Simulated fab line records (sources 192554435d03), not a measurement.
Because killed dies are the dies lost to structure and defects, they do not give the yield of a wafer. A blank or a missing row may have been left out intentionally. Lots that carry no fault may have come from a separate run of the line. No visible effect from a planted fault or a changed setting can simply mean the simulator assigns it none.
Which tool did it? ; flow n5Finfet ; 11 lots, 32 wafers sampled, at 5 steps of a route of 1938

## WHAT THE GAUGES READ, wafer by wafer
N5_BEOL_M12_OCD_MEAS_35.
lot;measured;on;trenchDepthNm (nm)
L465;day 10 15:26;ocd-02;319 319
L467;day 11 01:55;ocd-01;324 320 322
L469;day 11 16:10;ocd-01;321 328 312
L472;day 11 23:04;ocd-02;310 324 315
L473;day 12 02:47;ocd-01;318 312 311
L478;day 13 15:09;ocd-02;310 317 324
L476;day 13 15:27;ocd-01;320 322 317
L481;day 14 18:04;ocd-02;318 318 316
L483;day 14 21:48;ocd-01;322 316 320
L484;day 15 11:35;ocd-02;311 319 323
L488;day 16 09:39;ocd-02;313 313 313

N5_BEOL_M12_INSPECT_55: inspects for defects (darkfield).
lot;measured;on;rawDefectCount
L465;day 10 18:08;defectInspect-01;66 133
L467;day 11 06:00;defectInspect-02;87 46 67
L469;day 11 21:17;defectInspect-01;63 34 54
L472;day 12 02:13;defectInspect-01;71 76 56
L473;day 12 05:55;defectInspect-02;74 100 56
L478;day 13 22:43;defectInspect-02;64 41 41
L476;day 13 23:01;defectInspect-02;105 119 111
L481;day 14 20:03;defectInspect-01;91 106 75
L483;day 15 01:46;defectInspect-02;43 49 61
L484;day 15 17:52;defectInspect-01;65 57 101
L488;day 16 12:05;defectInspect-01;124 112 96

## WHICH TOOL RAN EACH LOT (tool, then ch and the chambers of the sampled wafers, then the start)
lot;N5_BEOL_M12_SPUTTER_43;N5_BEOL_M12_ANNEAL_48;N5_BEOL_M12_CMP_49
L465;pvdSputter-01, day 10 15:53;rtpAnneal-01 ch 0, day 10 17:11;cmp-02 ch 1,3, day 10 17:48
L467;pvdSputter-01, day 11 04:49;rtpAnneal-01 ch 0, day 11 05:18;cmp-02 ch 0,2,3, day 11 05:33
L469;pvdSputter-02, day 11 19:49;rtpAnneal-02 ch 0, day 11 20:32;cmp-02 ch 0,1,2, day 11 20:50
L472;pvdSputter-01, day 12 00:38;rtpAnneal-01 ch 0, day 12 01:29;cmp-02 ch 0,1,3, day 12 01:46
L473;pvdSputter-03, day 12 03:55;rtpAnneal-01 ch 0, day 12 05:10;cmp-04 ch 0,1,2, day 12 05:28
L478;pvdSputter-03, day 13 21:01;rtpAnneal-01 ch 0, day 13 22:02;cmp-03 ch 0,1,3, day 13 22:21
L476;pvdSputter-02, day 13 21:21;rtpAnneal-01 ch 0, day 13 22:20;cmp-03 ch 0,1,2, day 13 22:36
L481;pvdSputter-01, day 14 18:53;rtpAnneal-02 ch 0, day 14 19:19;cmp-03 ch 1,2, day 14 19:36
L483;pvdSputter-01, day 15 00:17;rtpAnneal-01 ch 0, day 15 01:01;cmp-02 ch 0,1, day 15 01:22
L484;pvdSputter-01, day 15 16:26;rtpAnneal-01 ch 0, day 15 17:02;cmp-02 ch 0,1,3, day 15 17:26
L488;pvdSputter-03, day 16 10:44;rtpAnneal-01 ch 0, day 16 11:21;cmp-02 ch 0,3, day 16 11:39
- N5_BEOL_M12_SPUTTER_43: material TaN, target thk 15 nm, time 24.19 s.
- N5_BEOL_M12_ANNEAL_48: time 90 s.
- N5_BEOL_M12_CMP_49: polishes, stops on SiOC, t overpolish 20.6 s, target thk 320 nm.

## AS READ BY THE TOOLS THEMSELVES (means over the sampled wafers that have a number; for cases with no such wafer, the mark the record gives instead)
N5_BEOL_M12_SPUTTER_43.
lot;tool;throttleValvePct (%)
L465;pvdSputter-01;28.1
L467;pvdSputter-01;29.1
L469;pvdSputter-02;30.0
L472;pvdSputter-01;29.1
L473;pvdSputter-03;29.9
L478;pvdSputter-03;30.0
L476;pvdSputter-02;30.9
L481;pvdSputter-01;29.5
L483;pvdSputter-01;29.2
L484;pvdSputter-01;28.6
L488;pvdSputter-03;29.1

N5_BEOL_M12_ANNEAL_48.
lot;tool;wafer_temp_C_max
L465;rtpAnneal-01;226.10
L467;rtpAnneal-01;226.02
L469;rtpAnneal-02;226.08
L472;rtpAnneal-01;226.17
L473;rtpAnneal-01;225.86
L478;rtpAnneal-01;226.00
L476;rtpAnneal-01;225.89
L481;rtpAnneal-02;226.25
L483;rtpAnneal-01;225.96
L484;rtpAnneal-01;226.39
L488;rtpAnneal-01;226.28

N5_BEOL_M12_CMP_49.
lot;tool;barrierFieldEndpointS (s);headPressurePsi (psi);motorCurrentA (A)
L465;cmp-02;31.4;0.9973;6.6
L467;cmp-02;31.1;0.9995;6.5
L469;cmp-02;30.2;1.0011;6.6
L472;cmp-02;31.3;1.0021;6.6
L473;cmp-04;30.1;0.9993;6.7
L478;cmp-03;30.4;1.0003;6.7
L476;cmp-03;30.4;1.0017;6.1
L481;cmp-03;30.9;0.9999;5.4
L483;cmp-02;33.6;0.9999;6.6
L484;cmp-02;33.8;0.9972;6.8
L488;cmp-02;30.8;0.9985;7.0

## THE ANSWER, worked out from the rows above alone
Rule: the usual values come from the lots themselves. The widest of any qualifying gaps counts: lots, ordered by their means at a reading, are off when they make up no more than a third of the lots, leave a main group of 4 or more, and stand apart from it by 3 or more times the standard deviation of that group's means. A main group whose means are all the same, to the digits that the tables above print for the reading, isn't used. A lot without any number at a reading at which 4 lots or more have one is off too. All remaining lots with rows at the step are treated as sound. The gauges are gone through in route order, then the tools' own readings, and for those a lot's mean is taken as printed above. The first step at which some lot is off is used, and at that step the reading that is off furthest; a lot without a number counts as furthest.
Off at N5_BEOL_M12_CMP_49 (barrierFieldEndpointS): L483, L484. Mean 30.7 s and standard deviation 0.45 in the main group.
If a tool, at that step or one of the process steps before it, ran each lot that is off and ran no sound lot following the first of them, it fits. One candidate fits, namely pvdSputter-01 at N5_BEOL_M12_SPUTTER_43. Its last sound lot is L481 (day 14 18:53), its first lot that is off L483 (day 15 00:17): a fault that began between those two fits.

## WHAT HAD BEEN PUT IN BY THE SIMULATOR
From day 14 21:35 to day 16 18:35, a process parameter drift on pvdSputter-01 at N5_BEOL_M12_SPUTTER_43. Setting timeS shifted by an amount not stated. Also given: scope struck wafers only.
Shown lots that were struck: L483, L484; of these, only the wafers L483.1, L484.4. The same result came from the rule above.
